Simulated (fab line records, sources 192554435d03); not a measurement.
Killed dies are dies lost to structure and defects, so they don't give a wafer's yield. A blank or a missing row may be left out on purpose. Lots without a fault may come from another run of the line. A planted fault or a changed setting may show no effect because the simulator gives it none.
Chamber matching | flow n5_finfet | N5_BEOL_M6_ETCH_61 on rie_diel-01: 4 sister chambers
The step etches SiARC in CF4, target depth 45.5 nm, time 75.8 s. 4 wafers are shown with their chamber, then 7 later ones without.

WAFERS WITH THEIR CHAMBER
wafer  | chamber | drypump_motor_current_A (A)
L597.3 | 2       | 6.4
L598.6 | 3       | 5.3
L601.1 | 0       | 5.5
L601.2 | 1       | 6.1

WAFERS WITHOUT THEIR CHAMBER
wafer  | drypump_motor_current_A (A)
L601.5 | 6.1
L605.1 | 6.3
L605.5 | 6.3
L605.6 | 5.5
L614.1 | 6.4
L614.4 | 5.5
L614.6 | 6.3

WHICH CHAMBER EACH WENT THROUGH
wafer  | from the rows above     | in truth
L601.5 | 1                       | 1
L605.1 | can't be placed: 2 or 1 | 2
L605.5 | can't be placed: 2 or 1 | 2
L605.6 | 0                       | 0
L614.1 | 2                       | 2
L614.4 | 0                       | 0
L614.6 | can't be placed: 2 or 1 | 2
Placed correctly: 4 of 7. Can't be placed from these rows: 3 (the true chamber is among the candidates in 3). Placed wrongly: 0.
How it was worked out, from the rows above alone: a wafer's distance from a chamber is the root of the sum, over the readings, of the square of ((its reading less the chamber's mean) divided by the reading's scatter). The wafer belongs to the nearest chamber; if the next one is less than 2 further off, it can't be placed. A chamber's mean is the mean of its shown wafers. The scatter: with one shown wafer a chamber, the root of the mean of the squares of how far each hidden wafer lies from its nearest shown one.
